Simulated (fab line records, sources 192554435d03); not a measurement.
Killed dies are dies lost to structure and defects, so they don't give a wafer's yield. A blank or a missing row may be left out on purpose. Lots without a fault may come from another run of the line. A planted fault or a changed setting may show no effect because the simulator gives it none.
Chamber matching | flow n5_finfet | N5_DUMMY_GATE_ETCH_31 on rie_diel-03: 4 sister chambers
The step etches SiO2 in C4F6/O2, target depth 82.5 nm, time 27.5 s. 8 wafers are shown with their chamber, then 9 later ones without.

WAFERS WITH THEIR CHAMBER
wafer  | chamber | throttle_valve_pct (%) | showerhead_plenum_p_Torr (Torr)
L074.2 | 1       | 21.13                  | 2.83
L078.6 | 2       | 20.89                  | 2.84
L081.5 | 0       | 21.33                  | 2.72
L083.3 | 1       | 21.14                  | 2.82
L083.6 | 3       | 21.34                  | 2.74
L085.2 | 3       | 21.34                  | 2.74
L085.3 | 0       | 21.34                  | 2.72
L085.4 | 2       | 20.91                  | 2.83

WAFERS WITHOUT THEIR CHAMBER
wafer  | throttle_valve_pct (%) | showerhead_plenum_p_Torr (Torr)
L087.2 | 21.35                  | 2.74
L087.3 | 21.34                  | 2.72
L087.5 | 21.15                  | 2.82
L089.1 | 21.15                  | 2.82
L089.2 | 21.33                  | 2.73
L089.3 | 20.91                  | 2.83
L091.1 | 21.35                  | 2.71
L091.3 | 21.17                  | 2.82
L091.6 | 20.92                  | 2.83

WHICH CHAMBER EACH WENT THROUGH
wafer  | from the rows above     | in truth
L087.2 | 3                       | 3
L087.3 | 0                       | 0
L087.5 | 1                       | 1
L089.1 | 1                       | 1
L089.2 | can't be placed: 0 or 3 | 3
L089.3 | 2                       | 2
L091.1 | 0                       | 0
L091.3 | 1                       | 1
L091.6 | 2                       | 2
Placed correctly: 8 of 9. Can't be placed from these rows: 1 (the true chamber is among the candidates in 1). Placed wrongly: 0.
How it was worked out, from the rows above alone: a wafer's distance from a chamber is the root of the sum, over the readings, of the square of ((its reading less the chamber's mean) divided by the reading's scatter). The wafer belongs to the nearest chamber; if the next one is less than 2 further off, it can't be placed. A chamber's mean is the mean of its shown wafers. The scatter: the root of (the sum of the squares of (reading less its chamber's mean) over the shown wafers, divided by (wafers less chambers)).
